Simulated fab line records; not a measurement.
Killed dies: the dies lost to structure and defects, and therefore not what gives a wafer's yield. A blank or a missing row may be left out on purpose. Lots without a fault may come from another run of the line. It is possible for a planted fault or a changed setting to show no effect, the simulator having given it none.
Split-lot trial || flow n5_finfet || 21 wafers read across 7 lots, on a route 1938 steps long

== THE SPLIT ITSELF ==
At N5_MOL_CONTACT_COAG_ALD_133 (deposits SiO2, target thk 5 nm, pulse time 1 s, co reactant pulse time 1 s), the setting ald_cycles was moved away from the recipe's 35 on 5 of the 21 wafers read, by -14.3% to +14.3%. For the rest of the wafers, this setting stayed at what the recipe calls for.

The split's own step is where the reading is taken.

== THE READING ==
SiO2_of_MOL_CONTACT_COAG_ALD_133.thk_nm (the simulator's own value, which no gauge read), in nm, at N5_MOL_CONTACT_COAG_ALD_133 (deposits SiO2, target thk 5 nm, pulse time 1 s, co reactant pulse time 1 s). The file does not state a usual value for it.

{"wafer": "L079.1", "tool, chamber at the split": "ald_sin-04, 0,2", "ald_cycles as run": 40, "against the recipe": "+14.3%", "SiO2_of_MOL_CONTACT_COAG_ALD_133.thk_nm, nm": 5.8, "against lot-mates on the recipe": "+0.8"}
{"wafer": "L079.5", "tool, chamber at the split": "ald_sin-04, 0,2", "ald_cycles as run": 40, "against the recipe": "+14.3%", "SiO2_of_MOL_CONTACT_COAG_ALD_133.thk_nm, nm": 5.8, "against lot-mates on the recipe": "+0.8"}
{"wafer": "L079.2", "tool, chamber at the split": "ald_sin-04, 3", "ald_cycles as run": 35, "against the recipe": "recipe", "SiO2_of_MOL_CONTACT_COAG_ALD_133.thk_nm, nm": 5, "against lot-mates on the recipe": "-"}
{"wafer": "L081.2", "tool, chamber at the split": "ald_sin-01, 3,0,3", "ald_cycles as run": 35, "against the recipe": "recipe", "SiO2_of_MOL_CONTACT_COAG_ALD_133.thk_nm, nm": 5, "against lot-mates on the recipe": "-"}
{"wafer": "L081.3", "tool, chamber at the split": "ald_sin-01, 3,0,3", "ald_cycles as run": 35, "against the recipe": "recipe", "SiO2_of_MOL_CONTACT_COAG_ALD_133.thk_nm, nm": 5, "against lot-mates on the recipe": "-"}
{"wafer": "L081.6", "tool, chamber at the split": "ald_sin-01, 3,0,3", "ald_cycles as run": 35, "against the recipe": "recipe", "SiO2_of_MOL_CONTACT_COAG_ALD_133.thk_nm, nm": 5, "against lot-mates on the recipe": "-"}
{"wafer": "L083.4", "tool, chamber at the split": "ald_sin-04, 2,1", "ald_cycles as run": 35, "against the recipe": "recipe", "SiO2_of_MOL_CONTACT_COAG_ALD_133.thk_nm, nm": 5, "against lot-mates on the recipe": "-"}
{"wafer": "L083.5", "tool, chamber at the split": "ald_sin-04, 2,1", "ald_cycles as run": 35, "against the recipe": "recipe", "SiO2_of_MOL_CONTACT_COAG_ALD_133.thk_nm, nm": 5, "against lot-mates on the recipe": "-"}
{"wafer": "L083.6", "tool, chamber at the split": "ald_sin-04, 2", "ald_cycles as run": 30, "against the recipe": "-14.3%", "SiO2_of_MOL_CONTACT_COAG_ALD_133.thk_nm, nm": 4.2, "against lot-mates on the recipe": -0.8}
{"wafer": "L089.1", "tool, chamber at the split": "ald_sin-01, 3,1,1", "ald_cycles as run": 35, "against the recipe": "recipe", "SiO2_of_MOL_CONTACT_COAG_ALD_133.thk_nm, nm": 5, "against lot-mates on the recipe": "-"}
{"wafer": "L089.4", "tool, chamber at the split": "ald_sin-01, 3,1,1", "ald_cycles as run": 35, "against the recipe": "recipe", "SiO2_of_MOL_CONTACT_COAG_ALD_133.thk_nm, nm": 5, "against lot-mates on the recipe": "-"}
{"wafer": "L089.6", "tool, chamber at the split": "ald_sin-01, 3,1,1", "ald_cycles as run": 35, "against the recipe": "recipe", "SiO2_of_MOL_CONTACT_COAG_ALD_133.thk_nm, nm": 5, "against lot-mates on the recipe": "-"}
{"wafer": "L091.1", "tool, chamber at the split": "ald_sin-03, 2,1", "ald_cycles as run": 35, "against the recipe": "recipe", "SiO2_of_MOL_CONTACT_COAG_ALD_133.thk_nm, nm": 5, "against lot-mates on the recipe": "-"}
{"wafer": "L091.4", "tool, chamber at the split": "ald_sin-03, 2,1", "ald_cycles as run": 35, "against the recipe": "recipe", "SiO2_of_MOL_CONTACT_COAG_ALD_133.thk_nm, nm": 5, "against lot-mates on the recipe": "-"}
{"wafer": "L091.3", "tool, chamber at the split": "ald_sin-03, 0", "ald_cycles as run": 32, "against the recipe": "-8.6%", "SiO2_of_MOL_CONTACT_COAG_ALD_133.thk_nm, nm": 4.6, "against lot-mates on the recipe": -0.4}
{"wafer": "L094.1", "tool, chamber at the split": "ald_sin-04, 3", "ald_cycles as run": 38, "against the recipe": "+8.6%", "SiO2_of_MOL_CONTACT_COAG_ALD_133.thk_nm, nm": 5.4, "against lot-mates on the recipe": "+0.4"}
{"wafer": "L094.4", "tool, chamber at the split": "ald_sin-04, 2,3", "ald_cycles as run": 35, "against the recipe": "recipe", "SiO2_of_MOL_CONTACT_COAG_ALD_133.thk_nm, nm": 5, "against lot-mates on the recipe": "-"}
{"wafer": "L094.6", "tool, chamber at the split": "ald_sin-04, 2,3", "ald_cycles as run": 35, "against the recipe": "recipe", "SiO2_of_MOL_CONTACT_COAG_ALD_133.thk_nm, nm": 5, "against lot-mates on the recipe": "-"}
{"wafer": "L095.1", "tool, chamber at the split": "ald_sin-01, 0,3,2", "ald_cycles as run": 35, "against the recipe": "recipe", "SiO2_of_MOL_CONTACT_COAG_ALD_133.thk_nm, nm": 5, "against lot-mates on the recipe": "-"}
{"wafer": "L095.3", "tool, chamber at the split": "ald_sin-01, 0,3,2", "ald_cycles as run": 35, "against the recipe": "recipe", "SiO2_of_MOL_CONTACT_COAG_ALD_133.thk_nm, nm": 5, "against lot-mates on the recipe": "-"}
{"wafer": "L095.6", "tool, chamber at the split": "ald_sin-01, 0,3,2", "ald_cycles as run": 35, "against the recipe": "recipe", "SiO2_of_MOL_CONTACT_COAG_ALD_133.thk_nm, nm": 5, "against lot-mates on the recipe": "-"}
Where a row lists several chambers, the file gives one row for several wafers and doesn't say which wafer went through which chamber.

THE FIT
A straight line over all 21 wafers: SiO2_of_MOL_CONTACT_COAG_ALD_133.thk_nm changes by +0.0542 nm for each +1% of ald_cycles; r = +1.00; the points scatter about the line by 0.023 nm.
The same after taking each lot's own level away (the mean of its wafers on the recipe; 21 wafers): +0.0542 nm for each +1%; r = +1.00; scatter 0.023 nm.
On that fit, the largest move of ald_cycles shifts the reading by 0.77 nm.
The lots' own levels span 5.00 to 5.00 nm.
The two slopes are in agreement: the lot-to-lot level therefore moves the slope only a little.
Check: with one of the wafers moved furthest among these (-14.3%) left out of the fit, the line predicts -0.758 nm for it against its lot-mates. It came out at -0.8 nm against them.

== FURTHER SPLITS ON THESE WAFERS ==
Note: prior to the reading, these wafers also went through further splits. Each is held against what the fit with the lots' levels taken away leaves over:
{"other split on the same wafers": "N5_MOL_CONTACT_COAG_EXPOSE_05 dose_mj", "wafers away from the commonest value": 6, "r with SiO2_of_MOL_CONTACT_COAG_ALD_133.thk_nm (lot level and that fit taken away)": "+0.00"}

== THE FILE'S OWN FIT ==
SiO2_of_MOL_CONTACT_COAG_ALD_133.thk_nm changes by +0.0535 nm for each +1% of ald_cycles, r = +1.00.
